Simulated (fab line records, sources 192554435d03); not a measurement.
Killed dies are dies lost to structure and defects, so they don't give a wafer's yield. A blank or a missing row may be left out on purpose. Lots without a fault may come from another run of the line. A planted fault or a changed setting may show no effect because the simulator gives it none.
fab line records | flow n5_finfet
record lots=24 wafers=72 last_day=18
route steps=1938 shown BEOL_M2@918 BEOL_M3@953
lots that met no fault: from a run of the same line without faults
start_h: hours from the record's first day to the start of the lot's first wafer shown | wait_h: hours since the lot's step before | " the same as in the row above | L1.1+2: a row that stands for several wafers | - no value, or no start given | * or withheld: withheld | < > ~ a bound
route shown NAME@n: a module of which the file shows steps, and the number in the route of the first | usual: mean/standard deviation of fault-free wafers | same: alike in all rows | chamber/n: place in a boat | sites: the reading at each site | _std_site: their standard deviation | _edge_site: outer sites' mean less inner sites' | radius_mm: how far each site lies from the wafer's centre | mask NAME#n: copy n | behind: the tool/chamber that last shaped the wafer | hold: why the lot was held/for how many hours/how that ended | device: the transistor (n, p or np) that didn't switch | end of line: the same wafers' tests at the end of the route | a step without rows: its recipe alone | killed: dies lost to structure and defects at the first sort, not the wafer's yield | map: a wafer's dies, x killed, . not, _ none there
set.NAME: the setting as run; set.NAME@STEP: as run at that earlier step | model.NAME: the simulator's own value behind a step, which no gauge read
steps of the route over a sample of lots; a table a step, a row a wafer
services: from which hour (start_h, from the record's first day; less than 0 if before it) a tool's chamber was out of use, for how many hours, and why
## steps
# step N5_BEOL_M2_SPUTTER_94
# recipe material=Cu target_thk_a=45 temp_c=-20 chamber_pressure_pa=0.07 power_w=withheld time_s=8.29
# usual substrate_temp_c=-20.00/0.11 susceptor_temp_C=-19.99/0.1 throttle_valve_pct=29.8/0.97
# columns lot.wafer tool chamber start_h wait_h substrate_temp_c susceptor_temp_C throttle_valve_pct
L074.1 pvd_sputter-03 - 143.91 0.1 -20.06 -20.16 31.2
L074.3 " - " " -20.05 -20.06 27.5
L074.4 " - " " -20.05 -19.97 30.3
L075.1 pvd_sputter-03 - 145.75 0.1 -20.04 -19.94 31.2
L075.4 " - " " -20.03 -19.95 27.5
L075.6 " - " " -20.04 -19.88 29.3
L077.3 pvd_sputter-03 - 154.66 0.1 -20.10 -20.03 29.2
L077.5 " - " " -19.88 -19.83 31.3
L077.6 " - " " -19.92 -19.93 29.4
L076.4 pvd_sputter-02 - 156.08 0.0 -19.99 -19.91 31.6
L076.5 " - " " -20.16 -20.12 29.8
L076.6 " - " " -20.24 -19.88 29.0
L078.1 pvd_sputter-03 - 164.66 0.1 -19.92 -20.08 27.5
L078.2 " - " " -19.89 -19.99 29.6
L078.3 " - " " -20.16 -19.89 31.4
L079.2 pvd_sputter-01 - 189.46 0.1 -19.91 -20.15 28.9
L079.4 " - " " -19.92 -20.07 30.3
L079.5 " - " " -20.09 -19.98 30.5
L080.1 pvd_sputter-01 - 199.48 0.1 -19.92 -19.97 29.0
L080.4 " - " " -20.10 -20.06 30.0
L080.5 " - " " -19.93 -20.05 30.6
L082.1 pvd_sputter-02 - 202.07 0.1 -20.03 -19.76 30.2
L082.3 " - " " -19.95 -19.88 31.6
L082.4 " - " " -20.02 -20.01 29.5
L081.1 pvd_sputter-01 - 203.26 0.1 -20.00 -19.96 28.9
L081.2 " - " " -19.95 -20.09 30.2
L081.6 " - " " -19.97 -19.89 30.5
L083.3 pvd_sputter-02 - 207.09 0.1 -19.92 -19.91 29.5
L083.5 " - " " -19.83 -20.06 29.1
L083.6 " - " " -20.02 -20.02 29.5
L084.1 pvd_sputter-03 - 212.63 0.1 -20.08 -19.92 30.0
L084.2 " - " " -19.95 -20.10 31.5
L084.5 " - " " -20.04 -19.94 27.5
L086.3 pvd_sputter-02 - 218.75 0.1 -20.24 -20.01 28.9
L086.4 " - " " -19.94 -19.95 29.8
L086.6 " - " " -20.27 -19.91 28.9
L085.2 pvd_sputter-02 - 220.59 0.1 -20.10 -19.89 28.8
L085.4 " - " " -19.94 -19.93 30.2
L085.6 " - " " -20.11 -19.92 29.0
L088.2 pvd_sputter-01 - 231.43 0.1 -20.18 -20.05 30.6
L088.4 " - " " -20.06 -20.12 29.1
L088.6 " - " " -19.93 -20.12 28.8
L087.2 pvd_sputter-02 - 233.85 0.1 -20.06 -19.92 29.4
L087.4 " - " " -19.91 -19.94 28.9
L087.6 " - " " -20.04 -20.01 29.7
L089.1 pvd_sputter-01 - 236.56 0.1 -20.10 -19.95 30.6
L089.3 " - " " -19.97 -20.06 28.8
L089.6 " - " " -20.04 -20.03 30.7
L090.2 pvd_sputter-01 - 243.19 0.1 -20.00 -19.95 28.9
L090.3 " - " " -20.03 -20.09 29.1
L090.5 " - " " -20.05 -19.99 29.2
L091.3 pvd_sputter-01 - 245.03 0.1 -20.17 -19.74 29.0
L091.4 " - " " -19.89 -19.80 30.3
L091.6 " - " " -20.02 -19.85 30.6
L092.2 pvd_sputter-01 - 251.01 0.1 -19.96 -20.05 29.3
L092.3 " - " " -19.87 -20.12 29.8
L092.5 " - " " -20.04 -20.04 29.1
L093.2 pvd_sputter-01 - 264.36 0.1 -19.82 -20.12 29.1
L093.5 " - " " -20.26 -19.96 30.5
L093.6 " - " " -19.90 -19.88 30.0
L094.2 pvd_sputter-01 - 277.28 0.1 -20.01 -20.01 29.2
L094.4 " - " " -20.07 -20.17 29.1
L094.5 " - " " -19.88 -19.95 28.8
L095.1 pvd_sputter-01 - 285.40 0.1 -20.12 -20.07 30.1
L095.2 " - " " -20.08 -19.97 28.9
L095.3 " - " " -19.99 -20.04 30.7
L097.1 pvd_sputter-01 - 291.03 0.1 -19.86 -19.67 30.1
L097.3 " - " " -19.79 -19.93 30.6
L097.4 " - " " -19.97 -19.99 29.1
L096.3 pvd_sputter-02 - 291.39 0.1 -20.06 -20.08 29.7
L096.5 " - " " -20.00 -19.80 30.2
L096.6 " - " " -19.89 -19.91 31.8
# step N5_BEOL_M3_STRIP_66
# recipe chemistry=CF4 resist=SiARC power_w=300 bias_power_w=75 pressure_mtorr=50 cf4_flow_sccm=150 rf_frequency_hz=6e+07
# usual drypump_motor_current_A=5.9/0.55 oes_product_au=0.77/0.093 rf_vpp_V=271.4/1.4 showerhead_plenum_p_Torr=1.80/0.051 throttle_valve_pct=13.54/0.24
# columns lot.wafer tool chamber start_h wait_h drypump_motor_current_A oes_product_au rf_hours_counter_h rf_vpp_V showerhead_plenum_p_Torr throttle_valve_pct
L074.1 rie_diel-05 3 146.45 0.0 5.8 0.71 159 273.2 1.84 13.76
L074.3 " 0 " " 6.6 0.76 143 268.6 1.72 13.25
L074.4 " 2 " " 6.6 0.76 145 270.6 1.79 13.48
L075.1 rie_diel-05 1 149.15 0.0 5.3 0.70 236 271.6 1.83 13.78
L075.4 " 3 " " 5.9 0.72 159 271.8 1.84 13.76
L075.6 " 2 " " 6.6 0.76 - 271.2 1.79 13.50
L077.3 rie_diel-03 1 158.60 0.0 5.4 0.73 170 270.9 1.80 13.96
L077.5 " 0 " " 6.0 0.97 - 271.3 1.75 13.49
L077.6 " 3 " " 4.8 0.74 - 272.5 1.84 13.54
L076.4 rie_diel-02 1 159.41 0.0 6.3 0.82 57 272.7 1.83 13.23
L076.5 " 2 " " 5.9 0.70 - 268.9 1.69 13.54
L076.6 " 3 " " 6.2 0.68 - 271.2 1.85 13.66
L078.1 rie_diel-05 3 167.89 0.0 5.8 0.71 166 272.3 1.84 13.78
L078.2 " 0 " " 6.6 0.75 150 270.2 1.72 13.27
L078.3 " 1 " " 5.3 0.69 243 271.3 1.83 13.79
L079.2 rie_diel-02 2 192.86 0.0 5.9 0.70 242 269.0 1.69 13.57
L079.4 " 1 " " 6.3 0.81 - 272.2 1.83 13.27
L079.5 " 0 " " 5.2 0.70 - 271.8 1.84 13.76
L080.1 rie_diel-05 0 203.37 0.0 6.6 0.74 160 269.1 1.72 13.28
L080.4 " 2 " " 6.6 0.74 - 272.9 1.78 13.52
L080.5 " 3 " " 5.8 0.71 - 273.7 1.84 13.79
L082.1 rie_diel-05 2 204.63 0.0 6.6 0.74 164 271.6 1.78 13.56
L082.3 " 0 " " 6.6 0.74 161 268.4 1.71 13.29
L082.4 " 2 " " 6.6 0.74 - 271.4 1.78 13.54
L081.1 rie_diel-05 0 206.35 0.0 6.6 0.74 161 270.6 1.72 13.28
L081.2 " 2 " " 6.6 0.74 164 269.2 1.78 13.55
L081.6 " 3 " " 5.9 0.70 - 272.1 1.84 13.79
L083.3 rie_diel-02 0 210.37 0.0 5.2 0.70 238 272.4 1.84 13.78
L083.5 " 0 " " 5.2 0.70 - 272.7 1.84 13.77
L083.6 " 1 " " 6.3 0.79 - 271.2 1.83 13.29
L084.1 rie_diel-05 0 216.56 0.0 6.6 0.74 166 268.5 1.71 13.32
L084.2 " 2 " " 6.6 0.74 169 270.2 1.78 13.55
L084.5 " 2 " " 6.6 0.74 - 272.3 1.78 13.55
L086.3 rie_diel-03 1 221.78 0.0 5.3 0.71 192 270.5 1.79 13.98
L086.4 " 3 " " 4.8 0.71 187 273.2 1.83 13.57
L086.6 " 1 " " 5.3 0.70 - 270.0 1.79 14.00
L085.2 rie_diel-03 2 224.60 0.0 6.0 0.93 17 271.2 1.83 13.43
L085.4 " 1 " " 5.3 0.71 193 271.8 1.79 14.00
L085.6 " 0 " " 5.9 0.91 - 271.5 1.75 13.52
L088.2 rie_diel-05 0 235.39 0.0 6.6 0.74 171 268.8 1.71 13.32
L088.4 " 1 " " 5.3 0.94 5 271.8 1.82 13.28
L088.6 " 1 " " 5.3 0.94 - 272.3 1.82 13.30
L087.2 rie_diel-02 1 238.43 0.0 6.3 0.79 82 272.6 1.83 13.31
L087.4 " 0 " " 5.2 0.69 246 272.4 1.84 13.80
L087.6 " 1 " " 6.3 0.80 - 270.8 1.83 13.30
L089.1 rie_diel-02 3 239.65 0.0 6.3 0.68 243 272.0 1.85 13.70
L089.3 " 1 " " 6.3 0.80 82 271.8 1.83 13.31
L089.6 " 1 " " 6.3 0.79 - 271.3 1.83 13.29
L090.2 rie_diel-02 0 246.30 0.0 5.2 0.69 248 272.1 1.84 13.81
L090.3 " 1 " " 6.3 0.79 84 270.9 1.83 13.31
L090.5 " 2 " " 5.9 0.94 - 273.6 1.89 13.05
L091.3 rie_diel-05 0 249.37 0.0 6.6 0.73 174 271.2 1.71 13.33
L091.4 " 1 " " 5.3 0.93 9 271.7 1.82 13.31
L091.6 " 1 " " 5.3 0.93 - 272.3 1.82 13.30
L092.2 rie_diel-03 2 254.57 0.0 6.0 0.92 27 272.1 1.82 13.45
L092.3 " 1 " " 5.3 0.71 202 270.6 1.79 14.01
L092.5 " 3 " " 4.8 0.71 - 273.1 1.83 13.60
L093.2 rie_diel-02 2 267.28 0.0 5.9 0.91 10 273.7 1.89 13.05
L093.5 " 2 " " 5.9 0.91 - 273.3 1.89 13.05
L093.6 " 3 " " 6.2 0.66 - 270.8 1.84 13.73
L094.2 rie_diel-03 2 279.83 0.0 6.0 0.90 34 272.8 1.82 13.46
L094.4 " 0 " " 6.0 0.88 44 271.4 1.74 13.57
L094.5 " 1 " " 5.3 0.70 - 269.6 1.79 14.05
L095.1 rie_diel-05 2 288.79 0.0 6.6 0.72 188 269.7 1.78 13.60
L095.2 " 1 " " 5.3 0.91 19 271.8 1.82 13.32
L095.3 " 3 " " 5.8 0.69 200 272.8 1.83 13.86
L096.3 rie_diel-03 2 294.32 0.0 6.0 0.89 39 270.6 1.82 13.48
L096.5 " 3 " " 4.8 0.70 - 273.2 1.83 13.63
L096.6 " 2 " " 6.0 0.89 - 271.0 1.82 13.46
L097.1 rie_diel-02 0 294.64 0.0 5.2 0.95 4 271.3 1.84 13.28
L097.3 " 0 " " 5.2 0.95 - 272.3 1.84 13.27
L097.4 " 0 " " 5.2 0.95 - 274.2 1.84 13.28
# step N5_BEOL_M3_VIA_ETCH_34
# recipe chemistry=C4F6/O2 target_depth_a=694 mask_material=SOC pressure_mtorr=15 ion_energy_ev=250 taper_deg=4 time_s=65.9 source_w=350 bias_w=170 Ar_flow_sccm=300 C4F6_flow_sccm=10 O2_flow_sccm=10
# usual bias_w=170.1/0.53 drypump_motor_current_A=5.9/0.52 oes_product_au=0.79/0.1 rf_vpp_V=672/7.6 showerhead_plenum_p_Torr=2.89/0.087 throttle_valve_pct=30.8/0.31
# columns lot.wafer tool chamber start_h wait_h bias_w drypump_motor_current_A oes_product_au rf_hours_counter_h rf_vpp_V showerhead_plenum_p_Torr throttle_valve_pct
L074.1 rie_diel-02 3 148.07 0.0 170.1 6.2 0.68 218 670 2.92 30.7
L074.3 " 1 " " 169.7 6.3 0.83 53 676 2.89 30.3
L074.4 " 0 " " 170.8 5.2 0.71 218 673 2.92 30.5
L075.1 rie_diel-03 0 153.70 0.0 170.0 5.9 1.01 2 664 2.80 30.7
L075.4 " 0 " " 169.4 5.9 1.03 - 665 2.80 30.7
L075.6 " 1 " " 170.2 5.4 0.76 - 672 2.84 31.4
L077.3 rie_diel-02 2 162.26 0.0 171.4 5.9 0.70 233 655 2.73 30.9
L077.5 " 0 " " 169.7 5.2 0.71 - 674 2.92 30.5
L077.6 " 1 " " 169.2 6.3 0.84 - 674 2.88 30.3
L076.4 rie_diel-05 3 167.46 0.0 170.2 5.9 0.72 165 670 2.95 31.2
L076.5 " 1 " " 170.6 5.3 0.69 - 693 2.92 30.7
L076.6 " 2 " " 169.5 6.6 0.75 - 667 2.83 30.7
L078.1 rie_diel-05 0 184.78 0.0 169.4 6.6 0.75 153 680 2.77 30.7
L078.2 " 1 " " 170.5 5.3 0.69 246 691 2.92 30.7
L078.3 " 2 " " 170.4 6.6 0.75 156 665 2.83 30.7
L079.2 rie_diel-03 2 197.03 0.0 169.6 6.0 0.97 8 668 2.94 31.1
L079.4 " 0 " " 170.0 5.9 0.95 19 665 2.80 30.8
L079.5 " 3 " " 169.8 4.9 0.73 - 682 3.00 31.3
L080.1 rie_diel-05 2 204.99 0.0 170.1 6.7 0.75 164 667 2.82 30.7
L080.4 " 0 " " 170.5 6.6 0.74 - 679 2.77 30.7
L080.5 " 2 " " 170.2 6.6 0.75 - 665 2.82 30.7
L081.1 rie_diel-02 3 209.34 0.0 170.1 6.2 0.68 234 669 2.92 30.7
L081.2 " 2 " " 170.0 5.9 0.68 248 656 2.73 30.9
L081.6 " 0 " " 170.5 5.2 0.69 - 672 2.91 30.5
L082.1 rie_diel-05 2 210.10 0.0 171.4 6.6 0.74 166 665 2.82 30.7
L082.3 " 3 " " 170.7 5.9 0.70 178 671 2.95 31.2
L082.4 " 2 " " 170.5 6.6 0.74 - 668 2.82 30.7
L083.3 rie_diel-03 0 216.17 0.0 169.6 5.9 0.93 25 665 2.79 30.7
L083.5 " 2 " " 169.8 6.0 0.96 - 668 2.94 31.2
L083.6 " 1 " " 169.6 5.3 0.75 - 670 2.83 31.4
L084.1 rie_diel-02 1 220.06 0.0 171.6 6.3 0.80 77 674 2.88 30.3
L084.2 " 0 " " 170.7 5.2 0.68 241 672 2.91 30.5
L084.5 " 1 " " 170.9 6.3 0.80 - 674 2.88 30.3
L086.3 rie_diel-03 0 223.47 0.0 170.2 5.9 0.92 27 665 2.79 30.7
L086.4 " 2 " " 169.4 6.0 0.94 16 668 2.94 31.2
L086.6 " 1 " " 169.7 5.3 0.73 - 672 2.83 31.4
L085.2 rie_diel-03 1 226.50 0.0 169.8 5.3 0.74 194 669 2.83 31.4
L085.4 " 3 " " 169.8 4.8 0.72 189 682 2.99 31.3
L085.6 " 3 " " 170.0 4.8 0.71 - 684 2.99 31.3
L088.2 rie_diel-05 3 238.17 0.0 169.8 5.9 0.69 187 672 2.94 31.2
L088.4 " 0 " " 170.5 6.6 0.73 171 677 2.77 30.7
L088.6 " 0 " " 169.9 6.6 0.73 - 678 2.77 30.7
L087.2 rie_diel-05 2 244.94 0.0 169.4 6.6 0.73 176 666 2.82 30.7
L087.4 " 1 " " 169.9 5.3 0.96 7 692 2.91 30.9
L087.6 " 3 " " 170.0 5.9 0.70 - 672 2.94 31.2
L090.2 rie_diel-02 1 253.35 0.0 169.4 6.3 0.79 85 674 2.87 30.4
L090.3 " 2 " " 170.1 5.9 0.93 4 666 3.07 30.8
L090.5 " 1 " " 169.3 6.3 0.78 - 674 2.87 30.3
L089.1 rie_diel-02 1 261.45 0.0 171.2 6.3 0.79 89 673 2.87 30.4
L089.3 " 2 " " 170.4 5.9 0.92 8 667 3.06 30.8
L089.6 " 2 " " 170.5 5.9 0.91 - 666 3.06 30.8
L091.3 rie_diel-02 1 266.24 0.0 170.3 6.3 0.79 91 673 2.87 30.3
L091.4 " 2 " " 169.6 5.9 0.92 - 666 3.06 30.8
L091.6 " 3 " " 170.2 6.2 0.66 - 669 2.91 30.7
L092.2 rie_diel-02 1 268.69 0.0 170.4 6.3 0.79 92 674 2.87 30.3
L092.3 " 3 " " 169.8 6.2 0.67 252 669 2.91 30.7
L092.5 " 3 " " 169.3 6.2 0.67 - 669 2.91 30.7
L093.2 rie_diel-05 0 269.34 0.0 170.6 6.6 0.73 179 679 2.76 30.7
L093.5 " 0 " " 171.6 6.6 0.72 - 679 2.76 30.7
L093.6 " 1 " " 170.4 5.3 0.93 - 692 2.91 30.9
L094.2 rie_diel-02 3 285.53 0.0 170.1 6.2 0.66 259 670 2.91 30.7
L094.4 " 3 " " 169.7 6.2 0.66 - 668 2.91 30.7
L094.5 " 2 " " 170.0 5.9 0.88 - 666 3.06 30.8
L095.1 rie_diel-02 2 296.68 0.0 170.5 5.9 0.89 19 667 3.06 30.8
L095.2 " 0 " " 170.1 5.2 0.96 5 672 2.91 30.7
L095.3 " 2 " " 171.0 5.9 0.88 - 667 3.06 30.8
L096.3 rie_diel-03 0 296.73 0.0 169.9 5.9 0.90 48 663 2.78 30.8
L096.5 " 1 " " 170.0 5.4 0.72 - 671 2.82 31.4
L096.6 " 2 " " 169.9 6.0 0.89 - 668 2.93 31.2
L097.1 rie_diel-02 0 301.87 0.0 170.1 5.2 0.96 7 671 2.91 30.7
L097.3 " 2 " " 170.2 5.9 0.88 21 665 3.06 30.8
L097.4 " 0 " " 169.8 5.2 0.96 - 674 2.91 30.7
# step N5_BEOL_M3_OCD_MEAS_38
# usual trench_depth_nm=55.1/1.3
# columns lot.wafer tool chamber start_h wait_h trench_depth_nm
L074.1 ocd-02 - 148.33 - 54.9
L074.3 " - " " 56.0
L074.4 " - " " 55.0
L075.1 ocd-02 - 153.96 - 57.1
L075.4 " - " " 57.4
L075.6 " - " " 58.6
L077.3 ocd-02 - 162.52 - 54.0
L077.5 " - " " 53.8
L077.6 " - " " 56.1
L076.4 ocd-02 - 167.71 - 55.1
L076.5 " - " " 55.5
L076.6 " - " " 54.6
L078.1 ocd-02 - 185.04 - 54.3
L078.2 " - " " 54.3
L078.3 " - " " 54.7
L079.2 ocd-02 - 197.29 - 55.5
L079.4 " - " " 57.7
L079.5 " - " " 54.7
L080.1 ocd-02 - 205.24 - 55.0
L080.4 " - " " 54.3
L080.5 " - " " 55.3
L081.1 ocd-01 - 209.59 - 53.8
L081.2 " - " " 53.5
L081.6 " - " " 53.6
L082.1 ocd-01 - 210.36 - 54.9
L082.3 " - " " 54.7
L082.4 " - " " 54.6
L083.3 ocd-01 - 216.42 - 56.8
L083.5 " - " " 55.1
L083.6 " - " " 57.6
L084.1 ocd-02 - 220.31 - 55.9
L084.2 " - " " 54.0
L084.5 " - " " 55.1
L086.3 ocd-02 - 223.73 - 56.7
L086.4 " - " " 55.8
L086.6 " - " " 57.9
L085.2 ocd-02 - 226.75 - 57.1
L085.4 " - " " 55.4
L085.6 " - " " 55.3
L088.2 ocd-01 - 238.42 - 54.2
L088.4 " - " " 53.8
L088.6 " - " " 52.8
L087.2 ocd-02 - 245.20 - 54.3
L087.4 " - " " 56.8
L087.6 " - " " 54.4
L090.2 ocd-02 - 253.61 - 55.1
L090.3 " - " " 53.5
L090.5 " - " " 54.3
L089.1 ocd-01 - 261.71 - 55.7
L089.3 " - " " 53.8
L089.6 " - " " 54.0
L091.3 ocd-02 - 266.50 - 55.4
L091.4 " - " " 54.1
L091.6 " - " " 54.5
L092.2 ocd-02 - 268.95 - 55.2
L092.3 " - " " 54.4
L092.5 " - " " 54.6
L093.2 ocd-02 - 269.60 - 54.1
L093.5 " - " " 54.1
L093.6 " - " " 56.8
L094.2 ocd-02 - 285.79 - 54.6
L094.4 " - " " 54.9
L094.5 " - " " 53.4
L096.3 ocd-02 - 296.98 - 58.0
L096.5 " - " " 58.7
L096.6 " - " " 55.5
L095.1 ocd-02 - 297.05 - 54.5
L095.2 " - " " 57.0
L095.3 " - " " 54.0
L097.1 ocd-02 - 302.13 - 55.6
L097.3 " - " " 53.7
L097.4 " - " " 55.6
# step N5_BEOL_M3_SPUTTER_48
# recipe material=Cu target_thk_a=45 temp_c=-20 chamber_pressure_pa=0.07 power_w=withheld time_s=8.29
# usual substrate_temp_c=-20.00/0.097 susceptor_temp_C=-19.99/0.11 throttle_valve_pct=29.8/1.1
# columns lot.wafer tool chamber start_h wait_h substrate_temp_c susceptor_temp_C throttle_valve_pct
L074.1 pvd_sputter-01 - 149.44 0.2 -19.97 -20.19 29.1
L074.3 " - " " -19.94 -19.84 29.1
L074.4 " - " " -20.07 -19.87 30.0
L075.1 pvd_sputter-01 - 155.26 0.2 -19.91 -19.87 29.0
L075.4 " - " " -19.85 -20.19 29.7
L075.6 " - " " -19.93 -19.87 28.8
L077.3 pvd_sputter-03 - 165.40 1.4 -20.08 -19.88 29.7
L077.5 " - " " -20.10 -19.87 31.2
L077.6 " - " " -19.90 -19.86 29.5
L076.4 pvd_sputter-02 - 169.31 0.1 -19.96 -19.97 28.9
L076.5 " - " " -20.03 -19.99 31.5
L076.6 " - " " -19.97 -19.96 30.1
L078.1 pvd_sputter-02 - 186.18 0.2 -20.00 -20.11 29.6
L078.2 " - " " -20.18 -20.13 29.0
L078.3 " - " " -19.97 -20.03 30.2
L079.2 pvd_sputter-03 - 200.51 0.3 -19.92 -19.89 30.2
L079.4 " - " " -19.98 -20.07 29.8
L079.5 " - " " -20.14 -19.99 27.5
L080.1 pvd_sputter-03 - 207.25 0.2 -20.25 -20.11 29.6
L080.4 " - " " -20.03 -19.87 29.9
L080.5 " - " " -20.04 -19.87 27.4
L081.1 pvd_sputter-02 - 210.83 0.2 -20.09 -20.12 30.2
L081.2 " - " " -20.12 -19.98 29.8
L081.6 " - " " -20.21 -19.76 29.0
L082.1 pvd_sputter-01 - 212.17 0.2 -20.08 -20.02 29.2
L082.3 " - " " -19.92 -20.23 30.2
L082.4 " - " " -19.98 -20.02 28.8
L083.3 pvd_sputter-03 - 219.18 1.5 -20.12 -20.01 27.5
L083.5 " - " " -19.92 -20.09 29.9
L083.6 " - " " -20.04 -20.08 27.8
L084.1 pvd_sputter-02 - 221.69 0.2 -19.92 -20.10 29.3
L084.2 " - " " -19.99 -19.99 29.6
L084.5 " - " " -19.85 -20.03 31.5
L086.3 pvd_sputter-02 - 224.94 0.3 -19.87 -20.14 30.5
L086.4 " - " " -19.90 -20.07 31.6
L086.6 " - " " -19.97 -19.94 29.5
L085.2 pvd_sputter-01 - 228.05 0.1 -19.93 -20.13 28.9
L085.4 " - " " -19.95 -20.00 30.8
L085.6 " - " " -19.97 -19.87 30.3
L088.2 pvd_sputter-03 - 239.93 0.2 -20.17 -20.04 29.5
L088.4 " - " " -20.02 -19.97 31.1
L088.6 " - " " -19.82 -20.01 31.3
L087.2 pvd_sputter-03 - 246.35 0.1 -20.16 -19.85 27.5
L087.4 " - " " -20.13 -20.13 29.9
L087.6 " - " " -19.95 -20.04 30.3
L090.2 pvd_sputter-03 - 254.98 0.4 -20.07 -20.11 29.9
L090.3 " - " " -19.97 -19.99 27.6
L090.5 " - " " -20.14 -20.13 29.5
L089.1 pvd_sputter-02 - 262.68 0.1 -20.08 -19.78 31.8
L089.3 " - " " -19.99 -20.05 29.4
L089.6 " - " " -20.07 -20.00 30.2
L091.3 pvd_sputter-03 - 268.34 0.2 -19.88 -20.00 31.2
L091.4 " - " " -20.04 -20.09 27.2
L091.6 " - " " -20.07 -20.07 30.0
L092.2 pvd_sputter-01 - 270.46 0.1 -19.91 -19.93 29.1
L092.3 " - " " -19.93 -19.98 29.9
L092.5 " - " " -20.03 -20.12 29.0
L093.2 pvd_sputter-03 - 271.05 0.4 -19.91 -20.09 29.4
L093.5 " - " " -20.06 -19.90 31.2
L093.6 " - " " -20.06 -19.99 30.1
L094.2 pvd_sputter-01 - 286.68 0.1 -19.93 -19.76 30.4
L094.4 " - " " -19.92 -20.23 29.9
L094.5 " - " " -19.96 -20.16 30.3
L095.1 pvd_sputter-01 - 298.41 0.1 -20.02 -20.02 30.1
L095.2 " - " " -20.11 -20.03 29.0
L095.3 " - " " -19.83 -20.17 30.4
L096.3 pvd_sputter-03 - 298.42 0.1 -20.04 -20.02 31.4
L096.5 " - " " -19.80 -20.00 31.3
L096.6 " - " " -20.06 -20.08 29.4
L097.1 pvd_sputter-02 - 303.94 0.2 -20.19 -20.00 29.0
L097.3 " - " " -20.00 -19.80 31.7
L097.4 " - " " -19.92 -20.03 30.2
# step N5_BEOL_M3_ANNEAL_82
# recipe temp_c=400 time_s=240 ambient=vacuum
# usual heater_power_w=822/61 susceptor_temp_C=399.99/0.24
# columns lot.wafer tool chamber start_h wait_h heater_power_w susceptor_temp_C
L074.1 pvd_sputter-01 - 149.96 0.0 775 400.55
L074.3 " - " " 946 399.86
L074.4 " - " " 755 400.08
L075.1 pvd_sputter-01 - 155.78 0.0 780 399.74
L075.4 " - " " 768 399.95
L075.6 " - " " 933 399.58
L077.3 pvd_sputter-03 - 165.92 0.0 759 400.19
L077.5 " - " " 949 400.22
L077.6 " - " " 749 399.82
L076.4 pvd_sputter-02 - 169.86 0.1 817 399.71
L076.5 " - " " 780 399.94
L076.6 " - " " 851 400.30
L078.1 pvd_sputter-02 - 186.70 0.0 786 399.88
L078.2 " - " " 828 400.02
L078.3 " - " " 870 400.16
L079.2 pvd_sputter-03 - 201.03 0.0 829 399.84
L079.4 " - " " 769 399.70
L079.5 " - " " 786 399.90
L080.1 pvd_sputter-03 - 207.77 0.0 764 400.13
L080.4 " - " " 808 400.08
L080.5 " - " " 804 400.15
L081.1 pvd_sputter-02 - 211.35 0.0 867 400.06
L081.2 " - " " 804 400.17
L081.6 " - " " 829 399.79
L082.1 pvd_sputter-01 - 212.69 0.0 770 399.75
L082.3 " - " " 808 399.93
L082.4 " - " " 936 399.82
L083.3 pvd_sputter-03 - 219.70 0.0 789 400.25
L083.5 " - " " 816 399.90
L083.6 " - " " 786 399.65
L084.1 pvd_sputter-02 - 222.21 0.0 848 400.21
L084.2 " - " " 793 400.07
L084.5 " - " " 786 399.87
L086.3 pvd_sputter-02 - 225.46 0.0 885 399.99
L086.4 " - " " 783 399.59
L086.6 " - " " 797 400.05
L085.2 pvd_sputter-01 - 228.57 0.0 930 399.88
L085.4 " - " " 829 399.99
L085.6 " - " " 796 399.97
L088.2 pvd_sputter-03 - 240.45 0.0 762 399.53
L088.4 " - " " 941 400.43
L088.6 " - " " 962 399.93
L087.2 pvd_sputter-03 - 246.87 0.0 765 400.09
L087.4 " - " " 809 400.17
L087.6 " - " " 833 400.33
L090.2 pvd_sputter-03 - 255.50 0.0 762 400.12
L090.3 " - " " 794 399.98
L090.5 " - " " 749 400.12
L089.1 pvd_sputter-02 - 263.20 0.0 800 399.94
L089.3 " - " " 797 400.03
L089.6 " - " " 858 400.31
L091.3 pvd_sputter-03 - 268.86 0.0 958 400.07
L091.4 " - " " 796 399.91
L091.6 " - " " 809 400.35
L092.2 pvd_sputter-01 - 270.98 0.0 929 399.64
L092.3 " - " " 767 400.11
L092.5 " - " " 766 399.95
L093.2 pvd_sputter-03 - 271.57 0.0 781 400.10
L093.5 " - " " 979 400.01
L093.6 " - " " 829 399.78
L094.2 pvd_sputter-01 - 287.20 0.0 811 400.11
L094.4 " - " " 764 399.94
L094.5 " - " " 770 399.97
L095.1 pvd_sputter-01 - 298.93 0.0 768 400.16
L095.2 " - " " 944 399.77
L095.3 " - " " 819 400.07
L096.3 pvd_sputter-03 - 298.94 0.0 941 400.11
L096.5 " - " " 930 400.19
L096.6 " - " " 778 399.70
L097.1 pvd_sputter-02 - 304.46 0.0 837 400.10
L097.3 " - " " 779 399.94
L097.4 " - " " 856 399.78
## services
# columns tool chamber start_h hours kind
rie_diel-05 3 120.53 12.2 repair
rie_diel-05 0 130.14 5.3 repair
rie_diel-03 0 130.43 - clean
pvd_sputter-03 - 137.19 0.5 repair
rie_diel-02 - 145.77 0.3 repair
pvd_sputter-01 - 172.98 11.1 repair
rie_diel-05 1 196.49 - clean
rie_diel-05 1 196.49 - consumable_replace:focus_ring
rie_diel-05 1 196.49 20.2 scheduled_down
rie_diel-05 1 196.49 20.2 vent_cycle
rie_diel-02 2 214.60 - clean
rie_diel-02 2 214.60 - consumable_replace:focus_ring
rie_diel-02 2 214.60 - consumable_replace:showerhead
rie_diel-02 2 214.60 22.7 scheduled_down
rie_diel-02 2 214.60 22.7 vent_cycle
rie_diel-02 0 254.63 - clean
rie_diel-02 0 254.63 - consumable_replace:focus_ring
rie_diel-02 0 254.63 32.4 scheduled_down
rie_diel-02 0 254.63 32.4 vent_cycle
rie_diel-02 3 287.04 - clean
rie_diel-02 3 287.04 - consumable_replace:focus_ring
rie_diel-02 3 287.04 29.0 scheduled_down
rie_diel-02 3 287.04 29.0 vent_cycle
rie_diel-03 1 298.81 7.3 repair
## key
fault none
